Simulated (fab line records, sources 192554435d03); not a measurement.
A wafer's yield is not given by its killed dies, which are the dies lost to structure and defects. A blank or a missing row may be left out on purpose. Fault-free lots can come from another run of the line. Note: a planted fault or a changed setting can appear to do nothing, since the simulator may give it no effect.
Which tool did it?    flow n5 finfet    route of 1938 steps, sampled at 1 step: 12 lots, 36 wafers

== WHAT THE GAUGES READ, wafer by wafer ==
N5_BEOL_M5_INSPECT_58: inspects for defects (darkfield).
lot   measured      on                 raw defect count
L075  day 8 23:00   defect inspect-02  68 126 76
L077  day 9 14:00   defect inspect-02  46 75 62
L079  day 10 06:01  defect inspect-02  48 30 51
L081  day 10 13:40  defect inspect-01  66 72 75
L082  day 10 22:41  defect inspect-01  137 72 75
L085  day 11 14:19  defect inspect-01  59 97 50
L087  day 12 04:55  defect inspect-02  70 73 76
L090  day 12 11:02  defect inspect-01  84 52 56
L091  day 12 19:07  defect inspect-02  95 69 73
L095  day 13 09:47  defect inspect-01  81 62 91
L094  day 13 20:59  defect inspect-01  64 63 80
L097  day 14 08:02  defect inspect-02  46 43 57

== TOOL THAT RAN EACH LOT (tool first, then ch and the chambers of the sampled wafers, then the start) ==
Record: no process step prior to these readings.

== THE ANSWER, worked out from the rows above alone ==
Rule: the lots themselves supply what counts as usual. Put in order of their means at a reading, lots are off if they are a third of the lots or fewer, leave a main group of 4 or more, and stand apart from it by a gap of 3 or more times the standard deviation of the main group's means; of several such gaps the widest counts. Not used: any main group whose means are identical at the precision the tables above print for the reading. Also off: a lot with no number at a reading for which 4 or more lots have one. The other lots that the step has rows for count as sound.
None of the lots is off at any reading shown; this tells nothing.

== WHAT HAD BEEN PUT IN BY THE SIMULATOR ==
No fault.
